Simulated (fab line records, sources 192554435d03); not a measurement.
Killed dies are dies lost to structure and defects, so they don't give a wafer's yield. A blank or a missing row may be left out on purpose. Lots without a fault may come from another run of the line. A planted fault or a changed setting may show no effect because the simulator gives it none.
Which tool did it? | flow n5_finfet | 8 lots, 24 wafers sampled, at 7 steps of a route of 1938

WHAT THE GAUGES READ, wafer by wafer
N5_MOL_CONTACT_COAG_THK_MEAS_29. Usual: MD_CAP_THK 17.93 nm, standard deviation 0.077.
lot  | measured     | on            | MD_CAP_THK (nm)   | flag
L317 | day 7 06:20  | film_metro-02 | 17.80 17.87 17.91 |
L324 | day 8 17:01  | film_metro-01 | 20.01 19.99 20.00 | OFF
L325 | day 8 22:07  | film_metro-01 | 20.06 20.08 19.96 | OFF
L326 | day 8 23:37  | film_metro-02 | 19.96 19.90 19.95 | OFF
L328 | day 9 12:19  | film_metro-01 | 17.76 17.88 17.76 |
L330 | day 10 05:59 | film_metro-01 | 17.91 18.05 17.95 |
L332 | day 10 14:17 | film_metro-02 | 18.00 17.97 17.98 |
L333 | day 10 17:47 | film_metro-02 | 18.06 17.86 17.95 |

N5_BEOL_M4_RC_MEAS_101. Usual: DIBL_N 36.8 mV/V, standard deviation 1.9; DIBL_P 36.5 mV/V, standard deviation 2.1; IOFF_N 0.17 nA/um, standard deviation 0.038; IOFF_P 0.22 nA/um, standard deviation 0.039; ION_N 675 uA/um, standard deviation 12; ION_P 463 uA/um, standard deviation 7.4; SS_N 71.6 mV/dec, standard deviation 0.71; SS_P 73.4 mV/dec, standard deviation 0.72; VT_N 249 mV, standard deviation 3.3; VT_P -250 mV, standard deviation 3.3.
lot  | measured     | on        | DIBL_N (mV/V)  | DIBL_P (mV/V)  | IOFF_N (nA/um) | IOFF_P (nA/um) | ION_N (uA/um) | ION_P (uA/um) | SS_N (mV/dec)  | SS_P (mV/dec)  | VT_N (mV)   | VT_P (mV)      | flag
L317 | day 10 15:36 | prober-02 | 37.4 37.9 38.2 | 38.5 39.4 38.4 | 0.18 0.20 0.18 | 0.24 0.28 0.24 | 667 668 667   | 460 461 463   | 70.8 72.4 72.5 | 74.2 74.2 73.4 | 248 249 249 | -250 -246 -247 |
L328 | day 14 01:32 | prober-01 | 41.5 37.3 36.6 | 43.1 37.8 36.4 | 0.26 0.15 0.14 | 0.28 0.19 0.17 | 693 673 672   | 473 458 455   | 73.3 71.5 71.4 | 75.2 74.0 73.0 | 244 253 254 | -251 -255 -256 |
L330 | day 14 18:22 | prober-02 | 34.5 35.6 36.0 | 33.5 34.9 35.2 | 0.12 0.13 0.15 | 0.15 0.17 0.17 | 681 677 676   | 463 462 456   | 70.7 71.7 72.1 | 72.4 73.2 73.9 | 252 254 250 | -252 -253 -254 |
L332 | day 15 01:47 | prober-02 | 38.5 41.7 36.9 | 38.1 40.6 34.9 | 0.20 0.28 0.16 | 0.25 0.31 0.20 | 698 685 680   | 472 470 465   | 72.2 72.6 71.7 | 73.8 74.5 73.5 | 244 242 250 | -247 -245 -251 |
L333 | day 14 21:04 | prober-01 | 36.3 36.0 35.1 | 35.6 34.3 33.1 | 0.14 0.12 0.12 | 0.21 0.19 0.18 | 661 661 654   | 463 462 457   | 71.8 70.5 70.5 | 72.3 72.2 72.3 | 252 254 254 | -248 -251 -250 |

WHICH TOOL RAN EACH LOT (tool, then ch and the chambers of the sampled wafers, then the start)
lot  | N5_MOL_CONTACT_COAG_CO_FILL_22   | N5_MOL_CONTACT_COAG_SPUTTER_130 | N5_MOL_CONTACT_COAG_CMP_23    | N5_MOL_CONTACT_COAG_ALD_123       | N5_MOL_CONTACT_COAG_ETCH_47
L317 | cvd_co-01 ch 0,1,2, day 6 22:22  | pvd_sputter-03, day 7 03:23     | cmp-02 ch 0,2,3, day 7 03:41  | ald_sin-03 ch 0,2,3, day 7 06:22  | rie_diel-04 ch 2,3, day 7 08:26
L324 | cvd_co-01 ch 1,2, day 8 10:24    | pvd_sputter-03, day 8 14:06     | cmp-02 ch 0,1, day 8 14:20    | ald_sin-03 ch 2,3, day 8 17:04    | rie_diel-04 ch 1,3, day 8 18:49
L325 | cvd_co-02 ch 1,2, day 8 15:55    | pvd_sputter-03, day 8 19:14     | cmp-02 ch 0,1,3, day 8 19:30  | ald_sin-03 ch 0,1,3, day 8 22:37  | rie_diel-04 ch 1,3, day 9 00:22
L326 | cvd_co-01 ch 0,1,2, day 8 16:37  | pvd_sputter-03, day 8 19:35     | cmp-02 ch 0,1,3, day 8 19:53  | ald_sin-01 ch 0,1,2, day 8 23:39  | rie_diel-01 ch 0,1,3, day 9 01:23
L328 | cvd_co-02 ch 0,1, day 9 05:40    | pvd_sputter-01, day 9 09:25     | cmp-02 ch 0,1,3, day 9 09:36  | ald_sin-01 ch 1,2,3, day 9 12:22  | rie_diel-04 ch 0,2,3, day 9 14:15
L330 | cvd_co-02 ch 1,2, day 9 23:32    | pvd_sputter-03, day 10 02:18    | cmp-03 ch 0,2,3, day 10 02:31 | ald_sin-04 ch 0,1,2, day 10 06:01 | rie_diel-03 ch 0,2,3, day 10 07:52
L332 | cvd_co-02 ch 0,1,2, day 10 08:46 | pvd_sputter-01, day 10 11:26    | cmp-02 ch 0,2,3, day 10 11:37 | ald_sin-01 ch 1,2,3, day 10 14:20 | rie_diel-04 ch 1,2, day 10 16:08
L333 | cvd_co-01 ch 1,2, day 10 11:48   | pvd_sputter-03, day 10 14:55    | cmp-02 ch 0,1,3, day 10 15:06 | ald_sin-03 ch 0,1,3, day 10 17:49 | rie_diel-01 ch 0,1,3, day 10 19:54
- N5_MOL_CONTACT_COAG_CO_FILL_22: material Co, precursor CCTBA/H2, target thk 20 nm.
- N5_MOL_CONTACT_COAG_SPUTTER_130: material Co, target thk 47.5 nm.
- N5_MOL_CONTACT_COAG_CMP_23: polishes, stops on SiO2, t overpolish 1.5 s, target thk 0 nm.
- N5_MOL_CONTACT_COAG_ALD_123: deposits SiNx, target thk 5 nm, pulse time 1 s, purge time 2 s.
- N5_MOL_CONTACT_COAG_ETCH_47: etches SiNx in CH3F/O2, stops on W, target depth 27 nm.

WHAT THE TOOLS THEMSELVES READ (means of the sampled wafers that have a number; where no wafer has one, the mark that the record gives instead)
N5_MOL_CONTACT_COAG_CO_FILL_22. Usual: heater_power_w 247 W, standard deviation 29; susceptor_temp_C 199.98 C, standard deviation 0.16.
lot  | tool      | heater_power_w (W) | susceptor_temp_C (C) | flag
L317 | cvd_co-01 | 230                | 199.97               |
L324 | cvd_co-01 | 219                | 200.15               |
L325 | cvd_co-02 | 268                | 199.91               |
L326 | cvd_co-01 | 234                | 199.94               |
L328 | cvd_co-02 | 272                | 200.10               |
L330 | cvd_co-02 | 269                | 199.90               |
L332 | cvd_co-02 | 252                | 199.92               |
L333 | cvd_co-01 | 235                | 200.06               |

N5_MOL_CONTACT_COAG_SPUTTER_130. Usual: susceptor_temp_C 24.98 C, standard deviation 0.11; throttle_valve_pct 29.4 %, standard deviation 0.94.
lot  | tool           | susceptor_temp_C (C) | throttle_valve_pct (%) | flag
L317 | pvd_sputter-03 | 24.96                | 29.2                   |
L324 | pvd_sputter-03 | 24.99                | 29.2                   |
L325 | pvd_sputter-03 | 24.93                | 29.6                   |
L326 | pvd_sputter-03 | 25.01                | 29.5                   |
L328 | pvd_sputter-01 | 25.02                | 29.1                   |
L330 | pvd_sputter-03 | 25.05                | 29.7                   |
L332 | pvd_sputter-01 | 24.97                | 29.1                   |
L333 | pvd_sputter-03 | 24.87                | 29.6                   |

N5_MOL_CONTACT_COAG_CMP_23. Usual: edge_zone_pressure_frac 1.000, standard deviation 0.0054; head_pressure_psi 2.000 psi, standard deviation 0.0047; motor_current_A 7.6 A, standard deviation 0.91; overpolish_run_s 1.499 s, standard deviation 0.0096; slurry_filter_dp_kPa 13.49 kPa, standard deviation 0.12; time_to_endpoint_s 9.4 s, standard deviation 2.7.
lot  | tool   | edge_zone_pressure_frac | head_pressure_psi (psi) | motor_current_A (A) | overpolish_run_s (s) | slurry_filter_dp_kPa (kPa) | time_to_endpoint_s (s) | flag
L317 | cmp-02 | 1.008                   | 2.004                   | 7.7                 | 1.499                | 13.68                      | 8.4                    |
L324 | cmp-02 | -                       | -                       | -                   | -                    | -                          | -                      | OFF
L325 | cmp-02 | -                       | -                       | -                   | -                    | -                          | -                      | OFF
L326 | cmp-02 | -                       | -                       | -                   | -                    | -                          | -                      | OFF
L328 | cmp-02 | 0.998                   | 1.999                   | 7.9                 | 1.493                | 13.62                      | 9.0                    |
L330 | cmp-03 | 1.000                   | 2.000                   | 7.5                 | 1.501                | 13.43                      | 9.4                    |
L332 | cmp-02 | 1.003                   | 2.002                   | 7.6                 | 1.493                | 13.48                      | 11.1                   |
L333 | cmp-02 | 1.005                   | 2.000                   | 7.8                 | 1.501                | 13.48                      | 7.5                    |

N5_MOL_CONTACT_COAG_ALD_123. Usual: heater_power_w 806 W, standard deviation 48; precursor_pulse_height_rel 1.000, standard deviation 0.02; susceptor_temp_C 399.98 C, standard deviation 0.21.
lot  | tool       | heater_power_w (W) | precursor_pulse_height_rel | susceptor_temp_C (C) | flag
L317 | ald_sin-03 | 819                | 0.975                      | 400.00               |
L324 | ald_sin-03 | 857                | 1.007                      | 400.04               |
L325 | ald_sin-03 | 804                | 0.980                      | 399.86               |
L326 | ald_sin-01 | 840                | 0.990                      | 399.98               |
L328 | ald_sin-01 | 780                | 0.981                      | 399.93               |
L330 | ald_sin-04 | 764                | 0.984                      | 399.99               |
L332 | ald_sin-01 | 775                | 1.006                      | 399.87               |
L333 | ald_sin-03 | 814                | 0.997                      | 399.93               |

N5_MOL_CONTACT_COAG_ETCH_47. Usual: O2_flow_sccm 20.00 sccm, standard deviation 0.063; drypump_motor_current_A 5.49 A, standard deviation 0.26; etch_rf_on_time_s 31.3 s, standard deviation 0.65; oes_o_777_au 0.76 a.u., standard deviation 0.087; oes_product_au 0.68 a.u., standard deviation 0.08; rf_vpp_V 294 V, standard deviation 3.8; showerhead_plenum_p_Torr 1.97 Torr, standard deviation 0.057; throttle_valve_pct 16.27 %, standard deviation 0.18.
lot  | tool        | O2_flow_sccm (sccm) | drypump_motor_current_A (A) | etch_rf_on_time_s (s) | oes_o_777_au (a.u.) | oes_product_au (a.u.) | rf_vpp_V (V) | showerhead_plenum_p_Torr (Torr) | throttle_valve_pct (%) | flag
L317 | rie_diel-04 | 19.99               | 5.34                        | 31.3                  | 0.71                | 0.63                  | 297          | 1.98                            | 16.27                  |
L324 | rie_diel-04 | 19.98               | 5.68                        | 34.6                  | 0.73                | 0.65                  | 297          | 1.93                            | 16.36                  | OFF
L325 | rie_diel-04 | 19.97               | 5.70                        | 34.8                  | 0.73                | 0.65                  | 297          | 1.93                            | 16.38                  | OFF
L326 | rie_diel-01 | 19.97               | 5.40                        | 35.4                  | 0.75                | 0.67                  | 296          | 1.96                            | 16.26                  | OFF
L328 | rie_diel-04 | 19.96               | 5.38                        | 30.8                  | 0.80                | 0.72                  | 294          | 1.97                            | 16.16                  |
L330 | rie_diel-03 | 20.03               | 5.39                        | 30.7                  | 0.88                | 0.78                  | 291          | 2.06                            | 16.13                  |
L332 | rie_diel-04 | 20.01               | 5.58                        | 30.6                  | 0.86                | 0.77                  | 296          | 1.94                            | 16.03                  |
L333 | rie_diel-01 | 19.99               | 5.41                        | 31.7                  | 0.73                | 0.66                  | 295          | 1.95                            | 16.29                  |

THE ANSWER, worked out from the rows above alone
Rule: a lot is off if the mean of its wafers that have a number lies more than 3 standard deviations from the usual mean. A lot without any number at a reading at which 4 lots or more have one is off too. The other lots that the step has rows for count as sound. The gauges are gone through in route order, then the tools' own readings, and for those a lot's mean is taken as printed above. The first step at which some lot is off is used, and at that step the reading that is off furthest; a lot without a number counts as furthest.
Off: L324, L325, L326, at N5_MOL_CONTACT_COAG_THK_MEAS_29 (MD_CAP_THK).
A tool fits if, at a process step before that reading, it ran every lot that is off, and no sound lot after the first of them. The gauges at N5_MOL_CONTACT_COAG_THK_MEAS_29 aren't tried: what is off there is off at N5_MOL_CONTACT_COAG_CMP_23 too, on other tools, and a gauge's error can't cause that. None of those tried fits.

WHAT THE SIMULATOR HAD PUT IN
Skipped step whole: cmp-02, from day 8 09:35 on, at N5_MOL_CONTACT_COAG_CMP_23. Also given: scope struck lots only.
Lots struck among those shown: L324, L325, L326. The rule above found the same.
